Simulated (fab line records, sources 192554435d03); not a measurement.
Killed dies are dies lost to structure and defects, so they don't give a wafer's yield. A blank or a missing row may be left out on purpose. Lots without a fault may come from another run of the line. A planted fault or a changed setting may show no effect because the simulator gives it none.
Chamber matching | flow n5_finfet | N5_DUMMY_GATE_ETCH_31 on rie_diel-05: 4 sister chambers
The step etches SiO2 in C4F6/O2, target depth 82.5 nm, time 27.5 s. 4 wafers are shown with their chamber, then 7 later ones without.

WAFERS WITH THEIR CHAMBER
wafer  | chamber | drypump_motor_current_A (A)
L084.3 | 3       | 6.1
L084.6 | 1       | 6.5
L088.1 | 2       | 4.8
L088.2 | 0       | 5.6

WAFERS WITHOUT THEIR CHAMBER
wafer  | drypump_motor_current_A (A)
L088.5 | 6.1
L093.1 | 6.1
L093.4 | 6.1
L093.5 | 4.8
L097.1 | 4.9
L097.2 | 5.6
L097.3 | 6.5

WHICH CHAMBER EACH WENT THROUGH
wafer  | from the rows above | in truth
L088.5 | 3                   | 3
L093.1 | 3                   | 3
L093.4 | 3                   | 3
L093.5 | 2                   | 2
L097.1 | 2                   | 2
L097.2 | 0                   | 0
L097.3 | 1                   | 1
Placed correctly: 7 of 7. Can't be placed from these rows: 0. Placed wrongly: 0.
How it was worked out, from the rows above alone: a wafer's distance from a chamber is the root of the sum, over the readings, of the square of ((its reading less the chamber's mean) divided by the reading's scatter). The wafer belongs to the nearest chamber; if the next one is less than 2 further off, it can't be placed. A chamber's mean is the mean of its shown wafers. The scatter: with one shown wafer a chamber, the root of the mean of the squares of how far each hidden wafer lies from its nearest shown one.
